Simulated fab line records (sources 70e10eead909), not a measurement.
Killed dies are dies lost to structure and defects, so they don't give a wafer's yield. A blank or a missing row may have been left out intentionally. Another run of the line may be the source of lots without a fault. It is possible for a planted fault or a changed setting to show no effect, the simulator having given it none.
Chamber matching :: flow nand_harc :: NHARC_A_STAIRCASE_DEP_325 on pecvd-02 has 3 sister chambers
The step deposits SiO2, target thk 7200 nm. 6 wafers are shown with their chamber, then 8 later ones without.

## WAFERS, EACH WITH ITS CHAMBER
wafer: L085.4
chamber: 0
heater_power_w (W): 735
mfc_precursor_sccm (sccm): 200.0

wafer: L085.6
chamber: 1
heater_power_w (W): 610
mfc_precursor_sccm (sccm): 199.8

wafer: L088.3
chamber: 2
heater_power_w (W): 879
mfc_precursor_sccm (sccm): 199.7

wafer: L088.4
chamber: 1
heater_power_w (W): 609
mfc_precursor_sccm (sccm): 199.4

wafer: L088.5
chamber: 2
heater_power_w (W): 714
mfc_precursor_sccm (sccm): 200.1

wafer: L091.1
chamber: 0
heater_power_w (W): 880
mfc_precursor_sccm (sccm): 199.1

## WAFERS WITH NO CHAMBER GIVEN
wafer: L091.5
heater_power_w (W): 727
mfc_precursor_sccm (sccm): 199.4

wafer: L091.6
heater_power_w (W): 607
mfc_precursor_sccm (sccm): 199.8

wafer: L095.2
heater_power_w (W): 705
mfc_precursor_sccm (sccm): 199.8

wafer: L095.3
heater_power_w (W): 925
mfc_precursor_sccm (sccm): 200.0

wafer: L095.6
heater_power_w (W): 606
mfc_precursor_sccm (sccm): 199.9

wafer: L096.1
heater_power_w (W): 750
mfc_precursor_sccm (sccm): 200.1

wafer: L096.3
heater_power_w (W): 912
mfc_precursor_sccm (sccm): 199.4

wafer: L096.4
heater_power_w (W): 616
mfc_precursor_sccm (sccm): 199.9

## EACH ONE'S CHAMBER
wafer: L091.5
from the rows above: can't be placed: 0 or 2 or 1
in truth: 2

wafer: L091.6
from the rows above: can't be placed: 1 or 2 or 0
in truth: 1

wafer: L095.2
from the rows above: can't be placed: 2 or 1 or 0
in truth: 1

wafer: L095.3
from the rows above: can't be placed: 2 or 0
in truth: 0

wafer: L095.6
from the rows above: can't be placed: 1 or 2 or 0
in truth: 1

wafer: L096.1
from the rows above: can't be placed: 2 or 0 or 1
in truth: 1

wafer: L096.3
from the rows above: can't be placed: 0 or 2
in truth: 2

wafer: L096.4
from the rows above: can't be placed: 1 or 2 or 0
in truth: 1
0 of 8 placed correctly. Not placeable from these rows: 8 (in 8, the candidates include the true chamber). 0 placed wrongly.
How it was worked out, from the rows above alone: a wafer's distance from a chamber is the root of the sum, over the readings, of the square of ((its reading less the chamber's mean) divided by the reading's scatter). The wafer belongs to the nearest chamber; if the next one is less than 2 further off, it can't be placed. Each chamber's mean is taken over the wafers shown for it. How the scatter is found: for the shown wafers, subtract from each reading the mean of its chamber, square and add these, divide the total by (wafers less chambers), then take the root.
